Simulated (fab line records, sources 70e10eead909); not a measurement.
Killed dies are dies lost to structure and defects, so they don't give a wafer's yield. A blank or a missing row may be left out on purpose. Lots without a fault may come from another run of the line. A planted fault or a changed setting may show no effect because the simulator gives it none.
fab line records | flow nand_harc
record lots=6 wafers=17 last_day=33
route steps=1302 shown A_DECK1_JOINT@533 A_ONON_D2@545
lots that met no fault: from a run of the same line without faults
start_h: hours from the record's first day to the start of the lot's first wafer shown | wait_h: hours since the lot's step before | " the same as in the row above | L1.1+2: a row that stands for several wafers | - no value, or no start given | * or withheld: withheld | < > ~ a bound
route shown NAME@n: a module of which the file shows steps, and the number in the route of the first | usual: mean/standard deviation of fault-free wafers | same: alike in all rows | chamber/n: place in a boat | sites: the reading at each site | _std_site: their standard deviation | _edge_site: outer sites' mean less inner sites' | radius_mm: how far each site lies from the wafer's centre | mask NAME#n: copy n | behind: the tool/chamber that last shaped the wafer | hold: why the lot was held/for how many hours/how that ended | device: the transistor (n, p or np) that didn't switch | end of line: the same wafers' tests at the end of the route | a step without rows: its recipe alone | killed: dies lost to structure and defects at the first sort, not the wafer's yield | map: a wafer's dies, x killed, . not, _ none there
set.NAME: the setting as run; set.NAME@STEP: as run at that earlier step | model.NAME: the simulator's own value behind a step, which no gauge read
lots at some steps of the route; a table a step, a row a wafer
services: from which hour (start_h, from the record's first day; less than 0 if before it) a tool's chamber was out of use, for how many hours, and why
## steps
# step NHARC_A_DECK1_JOINT_CVD_34
# recipe target_thk_a=200 temp_c=700 pressure_mtorr=300 material=SiNx
# step NHARC_A_DECK1_JOINT_DEP_06
# recipe target_thk_a=800 temp_c=65 material=SiOx
# step NHARC_A_DECK1_JOINT_CURE_26
# recipe temp_c=150 time_s=32 pressure_atm=0.395
# step NHARC_A_DECK1_JOINT_ANNEAL_27
# recipe temp_c=400 time_s=3600 idle_temp_c=300 ramp_up_c_per_min=10 densification_p_h2o_torr=640
# step NHARC_A_DECK1_JOINT_ANNEAL_28
# recipe temp_c=500 time_s=1800 idle_temp_c=400 ramp_up_c_per_min=10 densification_p_h2o_torr=640
# step NHARC_A_DECK1_JOINT_ANNEAL_29
# recipe temp_c=750 time_s=1800 idle_temp_c=500 ramp_up_c_per_min=10 ramp_down_c_per_min=3
# step NHARC_A_DECK1_JOINT_CMP_02
# recipe material=SiOx
# usual motor_current_A=12.3/1 retaining_ring_pressure_frac=1.000/0.0052
# columns lot.wafer tool chamber start_h wait_h motor_current_A retaining_ring_pressure_frac
L575.4 cmp-02 1 282.19 0.4 12.5 0.998
L575.1 " 3 " " 11.2 0.993
L575.6 " 2 " " 13.0 0.999
L583.1 cmp-02 3 363.22 0.4 11.4 1.007
L583.2 " 1 " " 12.3 1.001
L583.6 " 2 " " 13.3 0.997
L588.3 cmp-02 0 419.72 0.4 13.2 0.994
L588.1 " 2 " " 12.6 0.998
L588.4 " 3 " " 11.6 1.004
L591.1 cmp-03 0 448.28 0.4 14.4 0.996
L591.5 " 3 " " 11.0 1.004
L592.3 cmp-03 3 455.14 0.4 10.8 0.993
L592.2 " 0 " " 12.9 1.006
L592.4 " 1 " " 12.5 1.001
L597.2 cmp-04 1 498.19 0.4 11.7 1.001
L597.4 " 2 " " 14.4 1.001
L597.5 " 2 " " 14.5 1.006
# step NHARC_A_DECK1_JOINT_SRD_15
# step NHARC_A_DECK1_JOINT_DEP_16
# recipe target_thk_a=450 temp_c=400 pressure_torr=6.5 rf_w=900 teos_flow_sccm=161.4 flow_sccm=2650 target_thk_nm=45 gas=O2 material=SiO2
# usual heater_power_w=580/100 susceptor_temp_C=400.01/0.25 throttle_valve_pct=16.1/0.59
# columns lot.wafer tool chamber start_h wait_h heater_power_w susceptor_temp_C throttle_valve_pct
L575.1 pecvd-02 2 282.58 0.1 485 399.65 16.5
L575.4 " 2 " " 483 399.96 16.7
L575.6 " 1 " " 707 399.93 15.6
L583.1 pecvd-02 1 363.58 0.1 616 399.49 15.3
L583.2 " 0 " " 498 400.07 15.4
L583.6 " 2 " " 536 399.68 16.4
L588.3 pecvd-04 2 420.11 0.1 683 399.81 16.0
L588.1 " 0 " " 671 399.94 16.2
L588.4 " 2 " " 699 399.74 15.9
L591.1 pecvd-03 0 448.71 0.1 547 400.07 15.1
L591.5 " 2 " " 594 399.82 16.7
L592.3 pecvd-02 1 455.58 0.1 633 399.80 15.6
L592.2 " 0 " " 575 399.76 15.6
L592.4 " 1 " " 645 400.36 15.6
L597.2 pecvd-04 2 498.78 0.3 610 400.11 15.8
L597.5 " 1 " " 539 399.96 15.5
L597.4 " 2 " " 619 399.71 15.7
# step NHARC_A_DECK1_JOINT_THK_MEAS_17
# recipe thk_meas_gauge=ellipsometry
# usual thk_nm=44.8/1.1
# columns lot.wafer tool chamber start_h wait_h thk_nm
L575.1 film_metro-02 - 282.86 0.3 43.3
L575.4 " - " " 43.9
L575.6 " - " " 45.9
L583.1 film_metro-01 - 363.86 0.3 44.4
L583.2 " - " " 44.0
L583.6 " - " " 44.8
L588.1 film_metro-01 - 420.39 0.2 45.5
L588.3 " - " " 43.4
L588.4 " - " " 45.4
L591.1 film_metro-01 - 448.93 0.2 44.5
L591.5 " - " " 43.4
L592.2 film_metro-02 - 455.86 0.2 42.4
L592.3 " - " " 44.2
L592.4 " - " " 44.6
L597.2 film_metro-01 - 499.03 0.2 44.9
L597.4 " - " " 46.2
L597.5 " - " " 46.2
# step NHARC_A_DECK1_JOINT_INSPECT_05
# usual raw_defect_count=313/110
# columns lot.wafer tool chamber start_h wait_h raw_defect_count
L575.1 defect_inspect-01 - 282.90 0.0 216
L575.4 " - " " 167
L575.6 " - " " 226
L583.1 defect_inspect-01 - 363.90 0.0 439
L583.2 " - " " 447
L583.6 " - " " 273
L588.1 defect_inspect-01 - 420.43 0.0 171
L588.3 " - " " 208
L588.4 " - " " 136
L591.1 defect_inspect-01 - 448.96 0.0 471
L591.5 " - " " 352
L592.2 defect_inspect-02 - 455.89 0.0 301
L592.3 " - " " 389
L592.4 " - " " 354
L597.2 defect_inspect-01 - 499.06 0.0 244
L597.4 " - " " 303
L597.5 " - " " 339
# step NHARC_A_ONON_D2_DEP_00
# recipe target_thk_a=10000 n2_flow_sccm=2750 n2o_flow_sccm=2000 nh3_flow_sccm=500 sih4_flow_sccm=210 temp_c=400
# usual nh3_flow_sccm=500.4/1.5 susceptor_temp_C=399.96/0.21
# columns lot.wafer tool chamber start_h wait_h nh3_flow_sccm susceptor_temp_C
L575.1 pecvd_onon-02 0 282.96 0.1 502.8 399.98
L575.4 " 0 " " 502.6 399.51
L575.6 " 0 " " 500.5 399.98
L583.1 pecvd_onon-01 0 363.96 0.1 500.8 399.75
L583.2 " 0 " " 500.3 400.35
L583.6 " 0 " " 501.3 400.29
L588.1 pecvd_onon-02 0 420.49 0.1 499.9 399.87
L588.3 " 0 " " 500.0 399.91
L588.4 " 0 " " 500.2 399.79
L591.1 pecvd_onon-02 0 449.03 0.1 500.8 400.17
L591.5 " 0 " " 501.7 399.91
L592.2 pecvd_onon-03 0 456.02 0.1 500.9 399.85
L592.3 " 0 " " 502.5 399.98
L592.4 " 0 " " 499.8 400.15
L597.2 pecvd_onon-03 0 499.19 0.1 500.7 400.06
L597.4 " 0 " " 498.1 400.24
L597.5 " 0 " " 500.7 400.13
# step NHARC_A_ONON_D2_THK_MEAS_02
# recipe thk_meas_gauge=ellipsometry
# usual thk_nm=1000/8.2
# columns lot.wafer tool chamber start_h wait_h thk_nm
L575.1 film_metro-01 - 283.47 - 1011
L575.4 " - " " 1012
L575.6 " - " " 1012
L583.1 film_metro-02 - 364.48 - 989
L583.2 " - " " 988
L583.6 " - " " 992
L588.1 film_metro-01 - 421.00 - 928
L588.3 " - " " 1008
L588.4 " - " " 1010
L591.1 film_metro-01 - 449.54 - 926
L591.5 " - " " 927
L592.2 film_metro-01 - 456.48 - 994
L592.3 " - " " 995
L592.4 " - " " 995
L597.2 film_metro-02 - 499.64 - 1001
L597.4 " - " " 1002
L597.5 " - " " 1001
# step NHARC_A_ONON_D2_DEP_03
# recipe target_thk_a=10000 n2_flow_sccm=2750 n2o_flow_sccm=2000 nh3_flow_sccm=500 sih4_flow_sccm=210 temp_c=400
## services
# columns tool chamber start_h hours kind
cmp-03 - 263.57 4.0 pm
pecvd-04 - 269.31 13.0 pm
pecvd_onon-01 - 269.35 13.0 pm
cmp-03 - 275.97 0.8 repair
cmp-04 - 298.32 2.3 repair
cmp-02 - 302.85 4.0 repair
cmp-03 - 304.04 6.1 repair
cmp-04 - 307.04 4.0 pm
pecvd-04 - 321.99 1.5 repair
cmp-02 - 330.64 4.0 pm
cmp-02 - 353.72 6.2 repair
cmp-03 - 354.93 3.0 repair
pecvd-02 - 360.07 1.2 repair
cmp-03 - 361.57 4.0 pm
pecvd_onon-02 - 366.00 13.0 pm
cmp-03 - 366.37 6.1 repair
cmp-03 - 373.87 4.5 repair
pecvd-02 - 408.17 13.0 pm
pecvd_onon-03 - 408.19 13.0 pm
cmp-02 - 413.93 0.8 repair
cmp-02 - 428.64 4.0 pm
pecvd-04 - 450.48 13.0 pm
cmp-03 - 459.57 4.0 pm
cmp-03 - 470.79 27.3 repair
## key
first_sign step=NHARC_A_ONON_D2_THK_MEAS_02 reading=thk_nm direction=down sigmas=8.9 usual=1000 struck=927
effect none on later readings
met_at NHARC_A_ONON_D2_DEP_00
struck_wafers L588.1,L591.1,L591.5
later_rows_left_out L588.1,L591.1,L591.5
sort_left_out L588.1,L591.1,L591.5
tester_left_out L588,L591
onset_between 282.96 420.49
fault kind=process_parameter_drift tool=pecvd_onon-02 chamber=- onset_h=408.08 steps=NHARC_A_ONON_D2_DEP_00 channel=target_thk_a offset=* shape=step end_h=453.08 scope=struck_wafers_only acts_in=* stated=*
# tester_left_out: of these lots the tester's yield and bins aren't shown, on N5 and GAA mostly nor the transistor test; their killed dies are dies lost to structure and defects alone, not to doping, threshold or leakage, so they don't give the yield
# sort_left_out: the simulated sort isn't trusted on such a fault, so these wafers' sort isn't shown, and their yield isn't known
# later_rows_left_out: the simulator's readings of these wafers behind a module that went badly wrong aren't trusted and aren't shown, but for the sort
